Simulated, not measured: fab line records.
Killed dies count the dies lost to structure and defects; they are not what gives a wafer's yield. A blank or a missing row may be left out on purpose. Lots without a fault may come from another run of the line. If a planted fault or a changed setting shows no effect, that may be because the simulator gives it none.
One fault through the eyes of 2 desks | flow nand-harc | numbers are kept per desk, each desk with only its own; the story behind them comes last

== METROLOGY DESK ==
What the gauges read for every lot (on any tool): the sampled wafers with a number, averaged. If a lot's mean is further than 4 standard deviations from the usual mean, the lot is out of limits and carries the mark OUT (the distance appears in the brackets).
Columns: A = thk-nm at NHARC_A_ONON_D1_THK_MEAS_05, usual 1000 nm; B = thk-nm at NHARC_A_ONON_D1_THK_MEAS_08, usual 1001 nm
lot  | first seen here | A    | B
L772 | day 7 23:52     | 986  | 1012
L773 | day 8 12:53     | 1002 | 1012
L774 | day 9 03:35     | 1000 | 992
L775 | day 9 10:26     | 991  | 1003
L777 | day 10 07:55    | 1000 | 998
L778 | day 11 04:17    | 992  | 1000
L779 | day 11 04:20    | 992  | 1005
L784 | day 12 22:44    | 997  | 1008
L783 | day 12 22:45    | 1015 | 884 (-17) OUT
L789 | day 15 07:30    | 1008 | 1000
L790 | day 15 12:49    | 999  | 1001
L792 | day 16 17:40    | 1021 | 1002
L793 | day 17 03:30    | 991  | 989
Finding of this desk: L783 out of limits; the first was L783 at day 12 23:19, on thk-nm at NHARC_A_ONON_D1_THK_MEAS_08. L772, L773, L774, L775, L777, L778, L779, L784, L789, L790, L792, L793: within limits.

== THE TOOL OWNER'S DESK: pecvd-onon-03 ==
The tool's own readings at NHARC_A_ONON_D1_DEP_06 (target thk 1000 nm): means of the sampled wafers that have a number, for each lot that ran on this tool. If a lot's mean is further than 4 standard deviations from the usual mean, the lot is out of limits and carries the mark OUT (the distance appears in the brackets).
Columns: A = sih4-flow-sccm at NHARC_A_ONON_D1_DEP_06, usual 210.0 sccm
lot  | first seen here | A
L772 | day 7 23:59     | 210.8
L775 | day 9 10:29     | 210.3
L777 | day 10 08:09    | 210.0
L779 | day 11 04:23    | 209.3
L783 | day 12 22:48    | 210.0
L789 | day 15 07:34    | 209.9
L792 | day 16 17:50    | 209.6
L793 | day 17 03:37    | 209.0
This desk's finding: nothing out of limits on any of the 8 lots.

== TAKEN TOGETHER ==
At day 12 23:19 the metrology desk could have sounded an alarm, on L783.
Nothing out of limits was seen by the tool owner's desk.
On record at the tool owner's desk: L783, within its limits.
The lots listed all ran NHARC_A_ONON_D1_DEP_06 on pecvd-onon-03.

== WHAT THE SIMULATOR PUT IN ==
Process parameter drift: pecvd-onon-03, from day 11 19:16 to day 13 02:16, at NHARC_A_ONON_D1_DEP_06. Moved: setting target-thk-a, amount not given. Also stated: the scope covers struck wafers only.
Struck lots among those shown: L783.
Delay in hours, fault start to first out-of-limits reading, per desk: metrology desk 28.
